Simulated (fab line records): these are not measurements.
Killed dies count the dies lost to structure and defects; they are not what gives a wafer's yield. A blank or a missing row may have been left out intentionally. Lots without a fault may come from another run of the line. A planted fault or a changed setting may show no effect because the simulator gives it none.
fab line records    flow n5Finfet
[record] lots = 7  wafers = 21
route steps=1938 shown TV_LITHO@1879 PASSIVATION@1901
startH: hours from the record's opening day to when the first of the lot's shown wafers began    waitH: how many hours have passed since the lot's step before this one    " as in the row above    L1.1+2: several wafers, shown together as one row    - no value present, or no start provided    * or withheld: withheld    < > ~ a bound
route shown NAME@n: names a module that has steps shown in the file, with the first one's number in the route    usual: mean/standard deviation taken from wafers without a fault    same: alike in all rows    chamber/n: place in a boat    sites: the reading at each site    _std_site: how widely they spread, as a standard deviation    _edge_site: the outer-site mean with the inner-site mean subtracted    radiusMm: how far each site lies from the wafer's centre    mask NAME#n: copy n    behind: the most recent tool/chamber to have shaped the wafer    hold: reason for holding the lot/hours on hold/outcome of the hold    device: whichever transistor did not switch (one of n, p or np)    end of line: the same wafers' tests at the end of the route    where a step has no rows: the recipe by itself    killed: count of dies lost to structure and defects at first sort (not the wafer's yield)    map: a wafer's dies, x killed, . not, _ none there
set.NAME: the setting that was run; set.NAME@STEP: the one run at that earlier step    model.NAME: the simulator's own value behind a step, which no gauge read
lots where settings were altered on purpose, with a table for each step and a row for each wafer
[[steps]]
[step N5_PASSIVATION_EXPOSE_07]
[recipe] maskId = TV  na = 0.55  sourceShape = conventional  sigmaOuter = 0.8  polarization = unpolarized  defocusNm = 0  targetCdNm = 3000  doseMj = 22.75
lot.wafer   tool           chamber  startH  waitH  mask  set.doseMj
L074.2+3+4  krfScanner-01  0        263.63  -      TV#0  22.75
L080.2+3+6  krfScanner-01  0        296.38  -      TV#0  22.75
L082.4+5+6  krfScanner-01  0        307.27  -      TV#0  22.75
L086.1+4+5  krfScanner-02  0        333.62  -      TV#0  22.75
L089.1      krfScanner-01  0        348.90  -      TV#0  23.82
L089.4+6    "              0        "       "      TV#0  22.75
L091.1      krfScanner-02  0        368.90  -      TV#0  22.03
L091.4+6    "              0        "       "      TV#0  22.75
L093.3+4+6  krfScanner-01  0        373.00  -      TV#0  22.75
[step N5_PASSIVATION_PEB_08]
[recipe] pebTempC = withheld  pebTimeS = *
[step N5_PASSIVATION_DEVELOP_09]
[recipe] developTimeS = 60  rinseLiquid = diw  dry = airSpin  devTempC = 21
[step N5_PASSIVATION_HARDBAKE_11]
[recipe] tempC = 130  timeS = 120
[step N5_PASSIVATION_CD_MEAS_10]
[recipe] targetCdNm = 3000  landingEnergyEv = 500  detector = seInlens
[usual] cdNm = 3000.6/2.4
lot.wafer  tool      chamber  startH  waitH  set.doseMj@PASSIVATION_EXPOSE_07  cdNm
L074.2     cdSem-01  0        263.81  -      22.75                             2999.7
L074.3     "         0        "       "      22.75                             3001.1
L074.4     "         0        "       "      22.75                             2999.3
L080.2     cdSem-03  0        296.55  -      22.75                             3001.3
L080.3     "         0        "       "      22.75                             3001.3
L080.6     "         0        "       "      22.75                             3003.6
L082.4     cdSem-03  0        307.44  -      22.75                             2995.5
L082.5     "         0        "       "      22.75                             2998.9
L082.6     "         0        "       "      22.75                             2998.9
L086.1     cdSem-01  0        333.80  -      22.75                             2997.7
L086.4     "         0        "       "      22.75                             2997.8
L086.5     "         0        "       "      22.75                             2999.3
L089.1     cdSem-03  0        349.07  -      23.82                             3011.9
L089.4     "         0        "       "      22.75                             3002.3
L089.6     "         0        "       "      22.75                             2999.6
L091.1     cdSem-02  0        369.08  -      22.03                             2994.4
L091.4     "         0        "       "      22.75                             3000.8
L091.6     "         0        "       "      22.75                             3004.1
L093.3     cdSem-02  0        373.17  -      22.75                             2999.6
L093.4     "         0        "       "      22.75                             2997.3
L093.6     "         0        "       "      22.75                             3000.8
[step N5_PASSIVATION_EXPOSE_27]
[recipe] maskId = PAD  na = 0.55  sourceShape = conventional  sigmaOuter = 0.8  polarization = unpolarized  defocusNm = 0  doseMj = 32.3
lot.wafer   tool           chamber  startH  waitH  mask   set.doseMj
L074.2+3    krfScanner-01  0        266.17  -      PAD#0  34.27
L074.4      "              0        "       "      PAD#0  32.3
L080.2+3    krfScanner-01  0        297.93  -      PAD#0  32.3
L080.6      "              0        "       "      PAD#0  31.41
L082.4+6    krfScanner-02  0        308.86  -      PAD#0  32.3
L082.5      "              0        "       "      PAD#0  30.18
L086.1+4+5  krfScanner-01  0        335.51  -      PAD#0  32.3
L089.1+4    krfScanner-02  0        350.95  -      PAD#0  34.6
L089.6      "              0        "       "      PAD#0  32.3
L091.1+4    krfScanner-02  0        370.89  -      PAD#0  33.54
L091.6      "              0        "       "      PAD#0  32.3
L093.3      krfScanner-01  0        374.95  -      PAD#0  32.3
L093.4+6    "              0        "       "      PAD#0  30.91
[step N5_PASSIVATION_PEB_28]
[recipe] pebTempC = withheld  pebTimeS = *
[step N5_PASSIVATION_DEVELOP_29]
[recipe] developTimeS = 60  rinseLiquid = diw  dry = airSpin  devTempC = 21
[step N5_PASSIVATION_HARDBAKE_31]
[recipe] tempC = 130  timeS = 120
[step N5_PASSIVATION_CD_MEAS_30]
[recipe] targetCdNm = 4000  landingEnergyEv = 500  detector = seInlens  polarity = opening
[usual] cdNm = 3999.4/1.9
lot.wafer  tool      chamber  startH  waitH  set.doseMj@PASSIVATION_EXPOSE_27  cdNm
L074.2     cdSem-02  0        266.35  -      34.27                             4008.5
L074.3     "         0        "       "      34.27                             4010.3
L074.4     "         0        "       "      32.3                              3997.2
L080.2     cdSem-02  0        298.10  -      32.3                              4001.2
L080.3     "         0        "       "      32.3                              4002.2
L080.6     "         0        "       "      31.41                             3997.7
L082.4     cdSem-02  0        309.03  -      32.3                              3998.4
L082.5     "         0        "       "      30.18                             3987.7
L082.6     "         0        "       "      32.3                              4000.7
L086.1     cdSem-03  0        335.69  -      32.3                              3999.9
L086.4     "         0        "       "      32.3                              4001.6
L086.5     "         0        "       "      32.3                              3999.4
L089.1     cdSem-03  0        351.12  -      34.6                              4012.1
L089.4     "         0        "       "      34.6                              4010.8
L089.6     "         0        "       "      32.3                              3998.4
L091.1     cdSem-01  0        371.07  -      33.54                             4007.0
L091.4     "         0        "       "      33.54                             4010.8
L091.6     "         0        "       "      32.3                              4000.1
L093.3     cdSem-01  0        375.12  -      32.3                              3998.8
L093.4     "         0        "       "      30.91                             3990.4
L093.6     "         0        "       "      30.91                             3990.4
[[key]]
[split] step = N5_PASSIVATION_EXPOSE_07  setting = doseMj  stated = 22.75  by = wafer
[response] step = N5_PASSIVATION_CD_MEAS_10  reading = cdNm  change = +2.39  per = 1%  r = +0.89
[split] step = N5_PASSIVATION_EXPOSE_27  setting = doseMj  stated = 32.3  by = wafer
[response] step = N5_PASSIVATION_CD_MEAS_30  reading = cdNm  change = +1.9  per = 1%  r = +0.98
